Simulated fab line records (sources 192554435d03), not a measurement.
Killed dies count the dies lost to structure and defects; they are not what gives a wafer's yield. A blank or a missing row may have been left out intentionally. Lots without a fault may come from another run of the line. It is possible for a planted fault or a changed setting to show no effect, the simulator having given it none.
Matching of chambers | flow n5-finfet | rie-diel-04 running N5_GATE_CUT_STRIP_42: 4 sister chambers
The step strips in O2. 18 wafers are shown with their chamber, then 9 later ones without.

== EACH WAFER AND ITS CHAMBER ==
wafer  | chamber | drypump-motor-current-A (A) | showerhead-plenum-p-Torr (Torr) | throttle-valve-pct (%)
L074.1 | 3       | 5.4                         | 2.12                            | 16.56
L074.2 | 1       | 5.6                         | 2.17                            | 16.70
L074.5 | 3       | 5.4                         | 2.12                            | 16.58
L078.4 | 2       | 5.6                         | 2.03                            | 16.57
L078.5 | 0       | 6.3                         | 2.07                            | 17.13
L078.6 | 1       | 5.6                         | 2.17                            | 16.71
L080.1 | 3       | 5.4                         | 2.11                            | 16.57
L080.4 | 0       | 6.3                         | 2.07                            | 17.14
L080.5 | 0       | 6.3                         | 2.07                            | 17.12
L082.1 | 2       | 5.6                         | 2.03                            | 16.57
L082.3 | 1       | 5.5                         | 2.17                            | 16.73
L082.5 | 1       | 5.5                         | 2.17                            | 16.72
L089.2 | 2       | 5.6                         | 2.02                            | 16.61
L089.3 | 1       | 5.5                         | 2.16                            | 16.76
L089.6 | 2       | 5.6                         | 2.02                            | 16.61
L090.1 | 1       | 5.6                         | 2.16                            | 16.76
L090.2 | 2       | 5.6                         | 2.02                            | 16.62
L090.6 | 2       | 5.6                         | 2.02                            | 16.62

SIGNATURES (means of the wafers above)
reading                  | chamber 0 | chamber 1 | chamber 2 | chamber 3 | scatter within a chamber
drypump-motor-current-A  | 6.300     | 5.550     | 5.600     | 5.400     | 0.0327
showerhead-plenum-p-Torr | 2.0700    | 2.1667    | 2.0233    | 2.1167    | 0.00488
throttle-valve-pct       | 17.1300   | 16.7300   | 16.6000   | 16.5700   | 0.0214
Rule: distance of a wafer from a chamber = root of the sum over the readings of ((wafer's reading minus chamber's mean) / reading's scatter) squared. If the next closest chamber is less than 2 further off than the closest, the wafer can't be placed; otherwise it belongs to the closest. The scatter: take each reading less its chamber's mean, square it, sum over the shown wafers, divide by the number of wafers less the number of chambers, and take the root.

== WAFERS MISSING THEIR CHAMBER ==
wafer  | drypump-motor-current-A (A) | showerhead-plenum-p-Torr (Torr) | throttle-valve-pct (%)
L095.2 | 5.5                         | 2.16                            | 16.79
L095.5 | 6.3                         | 2.06                            | 16.71
L095.6 | 5.6                         | 2.16                            | 16.78
L096.1 | 5.6                         | 2.02                            | 16.63
L096.2 | 6.3                         | 2.06                            | 16.72
L096.3 | 5.6                         | 2.16                            | 16.80
L097.1 | 6.3                         | 2.06                            | 16.74
L097.2 | 5.4                         | 2.10                            | 16.63
L097.4 | 5.7                         | 2.02                            | 16.64

== WHICH CHAMBER EACH ONE RAN IN ==
wafer  | from the rows above | in truth
L095.2 | 1                   | 1
L095.5 | 0                   | 0
L095.6 | 1                   | 1
L096.1 | 2                   | 2
L096.2 | 0                   | 0
L096.3 | 1                   | 1
L097.1 | 0                   | 0
L097.2 | 3                   | 3
L097.4 | 2                   | 2
Correctly placed: 9 of 9. From these rows, 0 cannot be placed. Number placed wrongly: 0.
